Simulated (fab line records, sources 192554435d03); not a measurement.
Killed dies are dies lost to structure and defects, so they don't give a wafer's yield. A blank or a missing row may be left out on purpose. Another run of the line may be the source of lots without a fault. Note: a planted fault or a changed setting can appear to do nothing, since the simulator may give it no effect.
fab line records | flow n5Finfet
record lots=6 | wafers=17 | lastDay=17
route steps=1938 shown HKMG_FIN@407 BEOL_M4@1111
lots untouched by any fault: they come from a run of this same line in which no faults occurred
startH: the number of hours between the record's first day and the start of the first shown wafer of the lot | waitH: hours since the lot's step before | " identical to the entry in the row above | L1.1+2: several wafers, shown together as one row | - value missing, or start not given | * or withheld: withheld | < > ~ a bound
route shown NAME@n: NAME is a module with steps in the file, n the number in the route of the first one | usual: mean/standard deviation taken from wafers without a fault | same: alike in all rows | chamber/n: place in a boat | sites: readings site by site | _std_site: standard deviation across them | _edge_site: outer sites' mean less inner sites' | radiusMm: for every site, how far away it sits from the centre of the wafer | mask NAME#n: copy n | behind: tool/chamber where the wafer was last shaped | hold: the reason the lot was held/the length of the hold in hours/how it ended | device: which transistor (n, p or np) failed to switch | end of line: the tests these same wafers got at the end of their route | for a step that has no rows: nothing shown but its recipe | killed: not the wafer's yield, but the dies lost to structure and defects at the first sort | map: shows each die of a wafer: x if killed, . if not, _ if none is there
set.NAME: the setting as run; set.NAME@STEP: as run at that earlier step | model.NAME: the simulator's own value behind a step, which no gauge read
lots at selected steps of the route; one table per step, one row per wafer
services: from which hour (startH, from the record's first day; less than 0 if before it) a tool's chamber was out of use, for how many hours, and why
## steps
# step N5_HKMG_FIN_STRIP_93
# recipe chemistry=N2/H2 | material=SOC | timeS=20 | powerW=500 | tempC=40 | pressureMtorr=50 | rfFrequencyHz=6e+07 | biasPowerW=8 | h2Frac=0.5 | n2FlowSccm=300 | h2FlowSccm=300
# usual drypumpMotorCurrentA=6.0/0.52 | oesProductAu=0.79/0.081 | rfVppV=54.4/0.9 | showerheadPlenumPTorr=3.43/0.11 | throttleValvePct=18.9/0.38
lot.wafer | tool       | chamber | startH | waitH | drypumpMotorCurrentA | oesProductAu | rfHoursCounterH | rfVppV | showerheadPlenumPTorr | throttleValvePct
L759.1    | rieDiel-03 | 1       | 69.77  | 0.2   | 6.7                  | 0.78         | 129             | 54.4   | 3.51                  | 18.4
L759.4    | "          | 3       | "      | "     | 6.2                  | 0.81         | 111             | 54.5   | 3.37                  | 18.9
L759.6    | "          | 1       | "      | "     | 6.7                  | 0.78         | -               | 54.7   | 3.51                  | 18.4
L764.3    | rieDiel-02 | 1       | 104.41 | 0.2   | 5.0                  | 0.93         | 11              | 54.3   | 3.31                  | 19.2
L764.5    | "          | 1       | "      | "     | 5.0                  | 0.92         | -               | 53.5   | 3.31                  | 19.2
L764.6    | "          | 2       | "      | "     | 6.1                  | 0.71         | -               | 54.8   | 3.19                  | 19.1
L769.1    | rieDiel-03 | 3       | 130.36 | 0.2   | 6.1                  | 0.78         | 136             | 54.1   | 3.36                  | 18.9
L769.3    | "          | 1       | "      | "     | 6.7                  | 0.75         | 156             | 54.2   | 3.49                  | 18.4
L772.3    | rieDiel-03 | 1       | 152.47 | 0.2   | 6.7                  | 0.75         | 166             | 53.9   | 3.49                  | 18.4
L772.4    | "          | 3       | "      | "     | 6.1                  | 0.78         | -               | 54.7   | 3.35                  | 18.9
L772.6    | "          | 2       | "      | "     | 5.8                  | 0.90         | -               | 54.8   | 3.58                  | 19.4
L775.2    | rieDiel-05 | 3       | 169.45 | 0.2   | 6.4                  | 0.73         | 184             | 54.7   | 3.46                  | 18.9
L775.4    | "          | 1       | "      | "     | 4.9                  | 0.88         | 44              | 54.1   | 3.27                  | 18.3
L775.5    | "          | 0       | "      | "     | 5.7                  | 0.75         | -               | 54.4   | 3.52                  | 19.5
L777.2    | rieDiel-03 | 3       | 180.30 | 0.2   | 6.2                  | 0.77         | 157             | 53.9   | 3.35                  | 18.9
L777.3    | "          | 0       | "      | "     | 6.4                  | 0.96         | 4               | 54.7   | 3.43                  | 18.7
L777.4    | "          | 2       | "      | "     | 5.8                  | 0.89         | 31              | 55.2   | 3.57                  | 19.5
# step N5_HKMG_FIN_WET_ETCH_76
# recipe chemistry=dNH4OH | mix=1:50 | tempC=25 | target=Al2O3 | stopOn=La2O3 | targetDepthNm=2.25 | dry=ipaMarangoni | rinseTimeS=30 | rinseTempC=23
# step N5_HKMG_FIN_STRIP_60
# recipe chemistry=N2/H2 | powerW=2500 | tempC=300 | h2Frac=0.65 | timeS=360 | pressureMtorr=withheld | n2FlowSccm=1750 | h2FlowSccm=3250
# usual drypumpMotorCurrentA=5.5/0.53 | heaterPowerW=464/40
lot.wafer | tool           | chamber | startH | waitH | drypumpMotorCurrentA | heaterPowerW | rfHoursCounterH
L759.1    | plasmaAsher-01 | 0       | 69.96  | 0.0   | 5.6                  | 505          | 85
L759.4    | "              | 0       | "      | "     | 5.6                  | 502          | -
L759.6    | "              | 0       | "      | "     | 5.6                  | 511          | -
L764.3    | plasmaAsher-02 | 0       | 104.69 | 0.1   | 6.1                  | 502          | -
L764.5    | "              | 1       | "      | "     | 5.9                  | 461          | -
L764.6    | "              | 0       | "      | "     | 6.1                  | 483          | -
L769.1    | plasmaAsher-01 | 1       | 130.51 | 0.0   | 4.8                  | 421          | 97
L769.3    | "              | 1       | "      | "     | 4.7                  | 412          | -
L772.3    | plasmaAsher-01 | 1       | 152.74 | 0.1   | 4.8                  | 401          | -
L772.4    | "              | 0       | "      | "     | 5.6                  | 504          | -
L772.6    | "              | 1       | "      | "     | 4.8                  | 407          | -
L775.2    | plasmaAsher-01 | 0       | 169.60 | 0.0   | 5.6                  | 503          | 103
L775.4    | "              | 1       | "      | "     | 4.7                  | 400          | -
L775.5    | "              | 1       | "      | "     | 4.7                  | 411          | -
L777.2    | plasmaAsher-01 | 1       | 180.45 | 0.0   | 4.7                  | 400          | 105
L777.3    | "              | 0       | "      | "     | 5.6                  | 498          | -
L777.4    | "              | 1       | "      | "     | 4.7                  | 418          | -
# step N5_HKMG_FIN_WET_ETCH_77
# recipe chemistry=dHCl | mix=1:10000 | tempC=25 | target=La2O3 | stopOn=HfO2 | targetDepthNm=2
# step N5_HKMG_FIN_WET_ETCH_78
# recipe chemistry=dNH4OH | mix=1:50 | tempC=25 | target=Al2O3 | stopOn=La2O3 | targetDepthNm=4.5 | dry=ipaMarangoni | rinseTimeS=30 | rinseTempC=23
# step N5_HKMG_FIN_ALD_79
# recipe material=TiN | targetThkA=15 | tempC=400 | aldPrecursorFamily=TiCl4 | aldCoReactant=NH3 | pulseTimeS=1 | purgeTimeS=3 | coReactantPurgeTimeS=2 | coReactantPulseTimeS=2 | aldCycles=68 | pressureTorr=3
# usual aldCycles=68/0 | heaterPowerW=889/160 | precursorPulseHeightRel=1.000/0.019
lot.wafer | tool        | chamber | startH | waitH | aldCycles | heaterPowerW | precursorPulseHeightRel
L759.1    | aldMetal-03 | 2       | 70.44  | 0.0   | 68        | 1029         | 1.004
L759.4    | "           | 0       | "      | "     | 68        | 946          | 0.985
L759.6    | "           | 1       | "      | "     | 68        | 1056         | 0.986
L764.3    | aldMetal-03 | 0       | 105.06 | 0.0   | 68        | 952          | 0.982
L764.5    | "           | 0       | "      | "     | 68        | 964          | 0.988
L764.6    | "           | 1       | "      | "     | 68        | 1076         | 0.983
L769.1    | aldMetal-01 | 3       | 131.01 | 0.0   | 68        | 731          | 1.011
L769.3    | "           | 1       | "      | "     | 68        | 789          | 0.992
L772.3    | aldMetal-03 | 2       | 153.23 | 0.1   | 68        | 1056         | 1.002
L772.4    | "           | 0       | "      | "     | 68        | 935          | 1.020
L772.6    | "           | 0       | "      | "     | 68        | 930          | 0.999
L775.2    | aldMetal-03 | 0       | 170.18 | 0.1   | 68        | 934          | 0.993
L775.4    | "           | 3       | "      | "     | 68        | 851          | 1.015
L775.5    | "           | 0       | "      | "     | 68        | 923          | 0.986
L777.2    | aldMetal-02 | 2       | 180.94 | 0.0   | 68        | 1305         | 0.987
L777.3    | "           | 0       | "      | "     | 68        | 795          | 1.000
L777.4    | "           | 3       | "      | "     | 68        | 659          | 1.023
# step N5_HKMG_FIN_CVD_62
# recipe material=a-Si | targetThkA=30 | tempC=500 | precursor=Si2H6 | pressureTorr=1 | timeS=20.8
# usual heaterPowerW=1315/120
lot.wafer | tool            | chamber | startH | waitH | heaterPowerW
L759.1    | thermalCvdSi-01 | 1       | 70.81  | 0.2   | 1260
L759.4    | "               | 2       | "      | "     | 1124
L759.6    | "               | 0       | "      | "     | 1290
L764.3    | thermalCvdSi-02 | 2       | 105.42 | 0.2   | 1467
L764.5    | "               | 1       | "      | "     | 1293
L764.6    | "               | 0       | "      | "     | 1499
L769.1    | thermalCvdSi-01 | 1       | 131.37 | 0.2   | 1227
L769.3    | "               | 0       | "      | "     | 1270
L772.3    | thermalCvdSi-02 | 0       | 153.59 | 0.2   | 1446
L772.4    | "               | 2       | "      | "     | 1470
L772.6    | "               | 1       | "      | "     | 1290
L775.2    | thermalCvdSi-01 | 1       | 170.55 | 0.2   | 1256
L775.4    | "               | 2       | "      | "     | 1126
L775.5    | "               | 1       | "      | "     | 1254
L777.2    | thermalCvdSi-01 | 2       | 181.31 | 0.2   | 1156
L777.3    | "               | 1       | "      | "     | 1282
L777.4    | "               | 0       | "      | "     | 1286
# step N5_HKMG_FIN_RTA_80
# recipe tempC=withheld | timeS=2 | ambient=N2 | idleTempC=600 | rampUpCPerS=150 | rampDownCPerS=60 | coolToC=600
# step N5_HKMG_FIN_PRECLEAN_64
# recipe chemistry=dHF | timeS=30 | tempC=25 | dilution=withheld
# step N5_HKMG_FIN_WET_ETCH_65
# recipe chemistry=TMAH | tempC=70 | concWtPct=5 | target=a-Si | stopOn=TiN | timeS=49 | targetDepthNm=3
# step N5_HKMG_FIN_WET_ETCH_81
# recipe chemistry=SC1 | target=TiN | stopOn=HfO2 | mix=1:1:5 | tempC=60 | timeS=57 | targetDepthNm=6
# step N5_HKMG_FIN_WET_ETCH_82
# recipe chemistry=dHCl | mix=1:10000 | tempC=25 | target=La2O3 | stopOn=HfO2 | targetDepthNm=2 | dry=ipaMarangoni | rinseTimeS=30 | rinseTempC=23
# step N5_HKMG_FIN_ALD_36
# recipe material=TiN | targetThkA=10 | tempC=400 | aldPrecursorFamily=TiCl4 | aldCoReactant=NH3 | pulseTimeS=1 | purgeTimeS=3 | coReactantPurgeTimeS=2 | coReactantPulseTimeS=2 | aldCycles=47 | pressureTorr=3
# usual aldCycles=47/0 | heaterPowerW=901/150 | precursorPulseHeightRel=1.001/0.019
lot.wafer | tool        | chamber | startH | waitH | aldCycles | heaterPowerW | precursorPulseHeightRel
L759.1    | aldMetal-02 | 3       | 71.22  | 0.0   | 47        | 663          | 1.005
L759.4    | "           | 1       | "      | "     | 47        | 831          | 0.977
L759.6    | "           | 1       | "      | "     | 47        | 845          | 1.008
L764.3    | aldMetal-01 | 2       | 105.82 | 0.0   | 47        | 910          | 1.023
L764.5    | "           | 1       | "      | "     | 47        | 753          | 0.993
L764.6    | "           | 0       | "      | "     | 47        | 916          | 0.991
L769.1    | aldMetal-01 | 2       | 131.78 | 0.0   | 42        | 912          | 0.996
L769.3    | "           | 1       | "      | "     | 42        | 763          | 1.010
L772.3    | aldMetal-01 | 0       | 154.08 | 0.0   | 42        | 928          | 0.993
L772.4    | "           | 3       | "      | "     | 47        | 711          | 0.994
L772.6    | "           | 0       | "      | "     | 47        | 912          | 1.005
L775.2    | aldMetal-03 | 2       | 171.03 | 0.0   | 47        | 1044         | 1.005
L775.4    | "           | 0       | "      | "     | 47        | 953          | 1.016
L775.5    | "           | 3       | "      | "     | 47        | 838          | 0.985
L777.2    | aldMetal-03 | 3       | 181.74 | 0.0   | 47        | 819          | 0.979
L777.3    | "           | 2       | "      | "     | 47        | 1053         | 1.007
L777.4    | "           | 0       | "      | "     | 47        | 936          | 0.997
# step N5_HKMG_FIN_THK_MEAS_70
# recipe thkMeasGauge=xrf | reads=HfO2_of_HKMG_FIN_HK_ALD_01
# usual HK_THK=1.571/0.017
lot.wafer | tool         | chamber | startH | waitH | HK_THK[nm]
L759.1    | filmMetro-01 | -       | 71.50  | 0.2   | 1.602
L759.4    | "            | -       | "      | "     | 1.581
L759.6    | "            | -       | "      | "     | 1.602
L764.3    | filmMetro-01 | -       | 106.11 | 0.2   | 1.565
L764.5    | "            | -       | "      | "     | 1.580
L764.6    | "            | -       | "      | "     | 1.574
L769.1    | filmMetro-02 | -       | 132.06 | 0.2   | 1.582
L769.3    | "            | -       | "      | "     | 1.559
L772.3    | filmMetro-01 | -       | 154.36 | 0.2   | 1.563
L772.4    | "            | -       | "      | "     | 1.569
L772.6    | "            | -       | "      | "     | 1.558
L775.2    | filmMetro-02 | -       | 171.31 | 0.2   | 1.533
L775.4    | "            | -       | "      | "     | 1.549
L775.5    | "            | -       | "      | "     | 1.584
L777.2    | filmMetro-02 | -       | 182.02 | 0.2   | 1.582
L777.3    | "            | -       | "      | "     | 1.552
L777.4    | "            | -       | "      | "     | 1.588
# step N5_BEOL_M4_RC_MEAS_101
# usual DIBL_N=36.4/1.4 | DIBL_P=36.4/1.5 | IOFF_N=0.156/0.022 | IOFF_P=0.210/0.023 | ION_N=675/9.1 | ION_P=463/5.7 | SS_N=71.6/0.45 | SS_P=73.3/0.56 | VT_N=250/3.1 | VT_P=-250.3/2.3
lot.wafer | tool      | chamber | startH | waitH | DIBL_N[mV/V] | DIBL_P[mV/V] | IOFF_N[nA/um] | IOFF_P[nA/um] | ION_N[uA/um] | ION_P[uA/um] | SS_N[mV/dec] | SS_P[mV/dec] | VT_N[mV] | VT_P[mV]
L759.1    | prober-01 | 0       | 198.31 | 0.0   | 37.2         | 35.0         | 0.148         | 0.237         | 669          | 463          | 71.4         | 72.9         | 252      | -249.4
L759.4    | "         | 0       | "      | "     | 38.8         | 36.1         | 0.167         | 0.237         | 666          | 463          | 72.0         | 74.2         | 251      | -248.5
L759.6    | "         | 0       | "      | "     | 36.1         | 33.2         | 0.125         | 0.192         | 658          | 459          | 72.0         | 72.3         | 255      | -250.7
L764.3    | prober-01 | 0       | 224.19 | 0.3   | 36.2         | 36.9         | 0.182         | 0.227         | 678          | 463          | 71.5         | 73.5         | 246      | -249.8
L764.5    | "         | 0       | "      | "     | 33.7         | 35.0         | 0.139         | 0.194         | 672          | 464          | 70.9         | 71.9         | 249      | -250.3
L764.6    | "         | 0       | "      | "     | 36.1         | 38.1         | 0.190         | 0.258         | 694          | 476          | 71.9         | 73.3         | 243      | -247.5
L769.1    | prober-02 | 0       | 256.94 | 0.0   | 38.4         | 38.2         | 0.176         | 0.167         | 674          | 444          | 72.1         | 74.2         | 249      | -258.0
L769.3    | "         | 0       | "      | "     | 37.3         | 38.2         | 0.160         | 0.162         | 674          | 452          | 72.0         | 73.6         | 249      | -258.2
L772.3    | prober-01 | 0       | 275.32 | 0.3   | 38.9         | 35.3         | 0.159         | 0.195         | 675          | 462          | 71.3         | 73.1         | 249      | -254.1
L772.4    | "         | 0       | "      | "     | 39.6         | 35.1         | 0.165         | 0.218         | 667          | 458          | 72.0         | 73.3         | 250      | -248.5
L772.6    | "         | 0       | "      | "     | 38.8         | 34.6         | 0.149         | 0.202         | 658          | 452          | 71.9         | 73.3         | 254      | -249.9
L775.2    | prober-01 | 0       | 289.78 | 0.2   | 38.1         | 38.4         | 0.167         | 0.220         | 678          | 463          | 71.5         | 73.4         | 249      | -250.6
L775.4    | "         | 0       | "      | "     | 38.1         | 39.1         | 0.174         | 0.231         | 682          | 470          | 71.3         | 73.8         | 251      | -248.8
L775.5    | "         | 0       | "      | "     | 38.7         | 39.1         | 0.185         | 0.227         | 684          | 466          | 72.0         | 72.6         | 248      | -251.4
L777.2    | prober-02 | 0       | 306.25 | 0.2   | 38.1         | 36.5         | 0.167         | 0.231         | 679          | 466          | 71.3         | 73.3         | 251      | -248.7
L777.3    | "         | 0       | "      | "     | 36.9         | 35.3         | 0.149         | 0.216         | 675          | 465          | 71.3         | 72.9         | 251      | -249.1
L777.4    | "         | 0       | "      | "     | 36.9         | 35.2         | 0.148         | 0.219         | 671          | 469          | 71.4         | 72.7         | 254      | -251.0
## services
tool            | chamber | startH | hours | kind
thermalCvdSi-01 | 0       | 46.88  | 14.6  | repair
rieDiel-03      | 1       | 48.64  | 15.8  | repair
plasmaAsher-01  | -       | 60.53  | 2.8   | pm
aldMetal-02     | 1       | 76.37  | 13.5  | repair
aldMetal-02     | -       | 80.70  | 0.9   | repair
rieDiel-03      | 2       | 82.90  | -     | clean
rieDiel-03      | 2       | 82.90  | -     | consumableReplace:focusRing
rieDiel-03      | 2       | 82.90  | -     | consumableReplace:showerhead
rieDiel-03      | 2       | 82.90  | 22.0  | scheduledDown
rieDiel-03      | 2       | 82.90  | 22.0  | ventCycle
aldMetal-01     | 3       | 95.73  | 23.2  | repair
thermalCvdSi-02 | -       | 95.78  | 1.4   | repair
rieDiel-03      | -       | 99.11  | 2.8   | pm
aldMetal-03     | -       | 100.69 | 1.1   | repair
aldMetal-01     | -       | 112.48 | 8.7   | pm
thermalCvdSi-01 | 2       | 117.93 | 7.1   | repair
aldMetal-03     | -       | 118.22 | 8.7   | pm
rieDiel-02      | 3       | 127.94 | 2.0   | repair
rieDiel-03      | 0       | 136.43 | -     | clean
rieDiel-03      | 0       | 136.43 | -     | consumableReplace:focusRing
plasmaAsher-01  | -       | 141.64 | 8.8   | repair
aldMetal-01     | -       | 148.22 | 1.2   | pm
aldMetal-01     | 2       | 151.27 | 28.5  | repair
aldMetal-02     | 2       | 155.50 | 3.8   | repair
## key
firstSign step=N5_HKMG_FIN_ALD_36 | reading=aldCycles | direction=down | sigmas=99+ | usual=* | struck=*
effect none on later readings
metAt N5_HKMG_FIN_ALD_36
struckWafers L769.1,L769.3,L772.3
onsetBetween 105.82 131.78
fault kind=processParameterDrift | tool=aldMetal-01 | chamber=- | onsetH=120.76 | steps=N5_HKMG_FIN_ALD_36 | channel=aldCycles | offset=* | shape=step | endH=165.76 | scope=struckWafersOnly | actsIn=* | stated=*
